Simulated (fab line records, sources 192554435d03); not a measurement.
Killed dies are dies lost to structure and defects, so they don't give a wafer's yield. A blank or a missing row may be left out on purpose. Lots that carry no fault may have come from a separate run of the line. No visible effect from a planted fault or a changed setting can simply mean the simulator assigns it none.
Lot-split experiment / flow n5Finfet / 7 lots, 39 wafers read, on a route of 1938 steps

SPLIT DETAILS
At N5_ZERO_LAYER_PECVD_02 (deposits SiO2 from SiH4/N2O, target thk 10 nm, time 6 s), the setting timeS was moved away from the recipe's 6 s on 15 of the 39 wafers read, by -49.7% to +18.8%. The other wafers ran this setting at the recipe's value.

The reading is taken at the split's own step.

THE READING
SiO2_of_ZERO_LAYER_PECVD_02.thkNm (the simulator's own value, which no gauge read), in nm, at N5_ZERO_LAYER_PECVD_02 (deposits SiO2 from SiH4/N2O, target thk 10 nm, time 6 s). The file gives no usual value for it. Here, 24 wafers ran the recipe; their average is 10.056 nm with a standard deviation of 0.16 nm.

wafer=L075.1; tool, chamber at the split=pecvd-03, 1; timeS as run, s=5.086; against the recipe=-15.2%; SiO2_of_ZERO_LAYER_PECVD_02.thkNm, nm=8.327; against lot-mates on the recipe=-1.880
wafer=L075.2; tool, chamber at the split=pecvd-03, 2; timeS as run, s=6; against the recipe=recipe; SiO2_of_ZERO_LAYER_PECVD_02.thkNm, nm=9.951; against lot-mates on the recipe=-
wafer=L075.3; tool, chamber at the split=pecvd-03, 0; timeS as run, s=6; against the recipe=recipe; SiO2_of_ZERO_LAYER_PECVD_02.thkNm, nm=10.23; against lot-mates on the recipe=-
wafer=L075.4; tool, chamber at the split=pecvd-03, 0; timeS as run, s=6; against the recipe=recipe; SiO2_of_ZERO_LAYER_PECVD_02.thkNm, nm=10.44; against lot-mates on the recipe=-
wafer=L075.5; tool, chamber at the split=pecvd-03, 2; timeS as run, s=5.086; against the recipe=-15.2%; SiO2_of_ZERO_LAYER_PECVD_02.thkNm, nm=8.443; against lot-mates on the recipe=-1.764
wafer=L075.6; tool, chamber at the split=pecvd-03, 1; timeS as run, s=5.086; against the recipe=-15.2%; SiO2_of_ZERO_LAYER_PECVD_02.thkNm, nm=8.741; against lot-mates on the recipe=-1.466
wafer=L078.1; tool, chamber at the split=pecvd-03, 2; timeS as run, s=6; against the recipe=recipe; SiO2_of_ZERO_LAYER_PECVD_02.thkNm, nm=9.804; against lot-mates on the recipe=-
wafer=L078.2; tool, chamber at the split=pecvd-03, 1; timeS as run, s=3.304; against the recipe=-44.9%; SiO2_of_ZERO_LAYER_PECVD_02.thkNm, nm=5.504; against lot-mates on the recipe=-4.511
wafer=L078.3; tool, chamber at the split=pecvd-03, 0; timeS as run, s=3.304; against the recipe=-44.9%; SiO2_of_ZERO_LAYER_PECVD_02.thkNm, nm=5.663; against lot-mates on the recipe=-4.352
wafer=L078.4; tool, chamber at the split=pecvd-03, 0; timeS as run, s=3.304; against the recipe=-44.9%; SiO2_of_ZERO_LAYER_PECVD_02.thkNm, nm=5.779; against lot-mates on the recipe=-4.236
wafer=L078.5; tool, chamber at the split=pecvd-03, 2; timeS as run, s=6; against the recipe=recipe; SiO2_of_ZERO_LAYER_PECVD_02.thkNm, nm=10.09; against lot-mates on the recipe=-
wafer=L078.6; tool, chamber at the split=pecvd-03, 1; timeS as run, s=6; against the recipe=recipe; SiO2_of_ZERO_LAYER_PECVD_02.thkNm, nm=10.15; against lot-mates on the recipe=-
wafer=L081.1; tool, chamber at the split=pecvd-03, 2; timeS as run, s=6; against the recipe=recipe; SiO2_of_ZERO_LAYER_PECVD_02.thkNm, nm=9.715; against lot-mates on the recipe=-
wafer=L081.2; tool, chamber at the split=pecvd-03, 1; timeS as run, s=6; against the recipe=recipe; SiO2_of_ZERO_LAYER_PECVD_02.thkNm, nm=9.918; against lot-mates on the recipe=-
wafer=L081.3; tool, chamber at the split=pecvd-03, 0; timeS as run, s=6; against the recipe=recipe; SiO2_of_ZERO_LAYER_PECVD_02.thkNm, nm=10.11; against lot-mates on the recipe=-
wafer=L081.4; tool, chamber at the split=pecvd-03, 1; timeS as run, s=6; against the recipe=recipe; SiO2_of_ZERO_LAYER_PECVD_02.thkNm, nm=9.864; against lot-mates on the recipe=-
wafer=L081.5; tool, chamber at the split=pecvd-03, 2; timeS as run, s=6; against the recipe=recipe; SiO2_of_ZERO_LAYER_PECVD_02.thkNm, nm=9.852; against lot-mates on the recipe=-
wafer=L081.6; tool, chamber at the split=pecvd-03, 0; timeS as run, s=6; against the recipe=recipe; SiO2_of_ZERO_LAYER_PECVD_02.thkNm, nm=10.16; against lot-mates on the recipe=-
wafer=L089.1; tool, chamber at the split=pecvd-01, 1; timeS as run, s=3.019; against the recipe=-49.7%; SiO2_of_ZERO_LAYER_PECVD_02.thkNm, nm=5.05; against lot-mates on the recipe=-5.038
wafer=L089.2; tool, chamber at the split=pecvd-01, 2; timeS as run, s=3.019; against the recipe=-49.7%; SiO2_of_ZERO_LAYER_PECVD_02.thkNm, nm=4.822; against lot-mates on the recipe=-5.266
wafer=L089.3; tool, chamber at the split=pecvd-01, 1; timeS as run, s=3.019; against the recipe=-49.7%; SiO2_of_ZERO_LAYER_PECVD_02.thkNm, nm=5.087; against lot-mates on the recipe=-5.001
wafer=L089.4; tool, chamber at the split=pecvd-01, 2; timeS as run, s=6; against the recipe=recipe; SiO2_of_ZERO_LAYER_PECVD_02.thkNm, nm=9.945; against lot-mates on the recipe=-
wafer=L089.5; tool, chamber at the split=pecvd-01, 1,2; timeS as run, s=6; against the recipe=recipe; SiO2_of_ZERO_LAYER_PECVD_02.thkNm, nm=10.16; against lot-mates on the recipe=-
wafer=L089.6; tool, chamber at the split=pecvd-01, 1,2; timeS as run, s=6; against the recipe=recipe; SiO2_of_ZERO_LAYER_PECVD_02.thkNm, nm=10.16; against lot-mates on the recipe=-
wafer=L092.3; tool, chamber at the split=pecvd-01, 1; timeS as run, s=6; against the recipe=recipe; SiO2_of_ZERO_LAYER_PECVD_02.thkNm, nm=10.09; against lot-mates on the recipe=-
wafer=L092.4; tool, chamber at the split=pecvd-01, 1; timeS as run, s=6; against the recipe=recipe; SiO2_of_ZERO_LAYER_PECVD_02.thkNm, nm=10.14; against lot-mates on the recipe=-
wafer=L092.5; tool, chamber at the split=pecvd-01, 2; timeS as run, s=6; against the recipe=recipe; SiO2_of_ZERO_LAYER_PECVD_02.thkNm, nm=10.03; against lot-mates on the recipe=-
wafer=L093.1; tool, chamber at the split=pecvd-03, 0; timeS as run, s=3.624; against the recipe=-39.6%; SiO2_of_ZERO_LAYER_PECVD_02.thkNm, nm=6.102; against lot-mates on the recipe=-3.919
wafer=L093.2; tool, chamber at the split=pecvd-03, 2; timeS as run, s=6; against the recipe=recipe; SiO2_of_ZERO_LAYER_PECVD_02.thkNm, nm=9.977; against lot-mates on the recipe=-
wafer=L093.3; tool, chamber at the split=pecvd-03, 1; timeS as run, s=3.624; against the recipe=-39.6%; SiO2_of_ZERO_LAYER_PECVD_02.thkNm, nm=6.09; against lot-mates on the recipe=-3.931
wafer=L093.4; tool, chamber at the split=pecvd-03, 0; timeS as run, s=6; against the recipe=recipe; SiO2_of_ZERO_LAYER_PECVD_02.thkNm, nm=10.1; against lot-mates on the recipe=-
wafer=L093.5; tool, chamber at the split=pecvd-03, 1; timeS as run, s=6; against the recipe=recipe; SiO2_of_ZERO_LAYER_PECVD_02.thkNm, nm=9.986; against lot-mates on the recipe=-
wafer=L093.6; tool, chamber at the split=pecvd-03, 2; timeS as run, s=3.624; against the recipe=-39.6%; SiO2_of_ZERO_LAYER_PECVD_02.thkNm, nm=6.048; against lot-mates on the recipe=-3.973
wafer=L095.1; tool, chamber at the split=pecvd-03, 0; timeS as run, s=7.126; against the recipe=+18.8%; SiO2_of_ZERO_LAYER_PECVD_02.thkNm, nm=12.2; against lot-mates on the recipe=+2.040
wafer=L095.2; tool, chamber at the split=pecvd-03, 2; timeS as run, s=6; against the recipe=recipe; SiO2_of_ZERO_LAYER_PECVD_02.thkNm, nm=10.09; against lot-mates on the recipe=-
wafer=L095.3; tool, chamber at the split=pecvd-03, 1; timeS as run, s=7.126; against the recipe=+18.8%; SiO2_of_ZERO_LAYER_PECVD_02.thkNm, nm=11.89; against lot-mates on the recipe=+1.730
wafer=L095.4; tool, chamber at the split=pecvd-03, 2; timeS as run, s=6; against the recipe=recipe; SiO2_of_ZERO_LAYER_PECVD_02.thkNm, nm=10.14; against lot-mates on the recipe=-
wafer=L095.5; tool, chamber at the split=pecvd-03, 0; timeS as run, s=7.126; against the recipe=+18.8%; SiO2_of_ZERO_LAYER_PECVD_02.thkNm, nm=12.46; against lot-mates on the recipe=+2.300
wafer=L095.6; tool, chamber at the split=pecvd-03, 1; timeS as run, s=6; against the recipe=recipe; SiO2_of_ZERO_LAYER_PECVD_02.thkNm, nm=10.25; against lot-mates on the recipe=-
The file does not say which wafer passed through which chamber wherever a row lists several chambers: such a row stands for several wafers.

THE FIT
A straight line over all 39 wafers: SiO2_of_ZERO_LAYER_PECVD_02.thkNm changes by +0.102 nm for each +1% of timeS; r = +1.00; the points scatter about the line by 0.17 nm.
The same after taking each lot's own level away (the mean of its wafers on the recipe; 39 wafers): +0.101 nm for each +1%; r = +1.00; scatter 0.16 nm.
On that fit, the largest move of timeS shifts the reading by 5 nm.
The span of the lots' own levels, 9.9365 to 10.2070 nm, comes to 1.7 times the standard deviation stated above.
The two slopes are in agreement: the lot-to-lot level therefore moves the slope only a little.
Check: -5.01 nm against its lot-mates is what the line predicts for one of the wafers moved furthest among these (-49.7%) when that wafer is left out of the fit. It came out at -5.04 nm against them.

FILE'S OWN FIT
SiO2_of_ZERO_LAYER_PECVD_02.thkNm changes by +0.101 nm for each +1% of timeS, r = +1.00.
